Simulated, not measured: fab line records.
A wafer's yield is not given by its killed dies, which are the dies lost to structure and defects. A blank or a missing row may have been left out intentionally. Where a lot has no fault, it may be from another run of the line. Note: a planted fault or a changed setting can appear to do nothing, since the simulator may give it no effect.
Matching of chambers    flow n5 finfet    4 sister chambers for N5_BEOL_M4_ETCH_70 on rie diel-04
The step etches SOC in N2/H2, target depth 80 nm, overetch 24 nm, time 130 s. 14 wafers are shown with their chamber, then 7 later ones without.

## EACH WAFER AND ITS CHAMBER
wafer   chamber  showerhead plenum p Torr (Torr)  drypump motor current A (A)  rf vpp V (V)
L075.1  2        2.56                             6.2                          524.6
L075.2  1        2.71                             5.0                          527.9
L075.3  0        2.48                             5.3                          521.3
L075.4  2        2.56                             6.1                          524.4
L075.5  1        2.71                             5.0                          527.4
L075.6  0        2.48                             5.3                          521.3
L082.1  0        2.48                             5.3                          520.9
L082.5  0        2.48                             5.3                          521.9
L082.6  1        2.70                             5.0                          528.7
L084.2  3        2.70                             6.1                          529.3
L084.3  2        2.55                             6.1                          523.7
L084.5  0        2.47                             5.3                          521.2
L089.3  1        2.70                             5.1                          528.4
L089.4  2        2.55                             6.1                          523.8

SIGNATURES (averages over the wafers above)
reading                   chamber 0  chamber 1  chamber 2  chamber 3  scatter within a chamber
showerhead plenum p Torr  2.4780     2.7050     2.5550     2.7000     0.00529
drypump motor current A   5.300      5.025      6.125      6.100      0.0387
rf vpp V                  521.320    528.100    524.125    529.300    0.458
Rule: a wafer's distance from a chamber is the root of the sum, over the readings, of the square of ((its reading less the chamber's mean) divided by the reading's scatter). The wafer belongs to the nearest chamber; if the next one is less than 2 further off, it can't be placed. The scatter: take each reading less its chamber's mean, square it, sum over the shown wafers, divide by the number of wafers less the number of chambers, and take the root.

## WAFERS MISSING THEIR CHAMBER
wafer   showerhead plenum p Torr (Torr)  drypump motor current A (A)  rf vpp V (V)
L089.6  2.47                             5.3                          523.8
L091.2  2.47                             5.3                          521.2
L091.3  2.54                             6.1                          525.2
L091.4  2.70                             6.0                          530.0
L096.2  2.69                             6.1                          529.1
L096.4  2.69                             5.1                          528.3
L096.6  2.69                             6.1                          528.0

## WHICH CHAMBER EACH WENT THROUGH
wafer   from the rows above  in truth
L089.6  0                    0
L091.2  0                    0
L091.3  2                    2
L091.4  3                    3
L096.2  3                    3
L096.4  1                    1
L096.6  3                    3
Correctly placed: 7 of 7. Left unplaced by these rows: 0. Wrongly placed: 0.
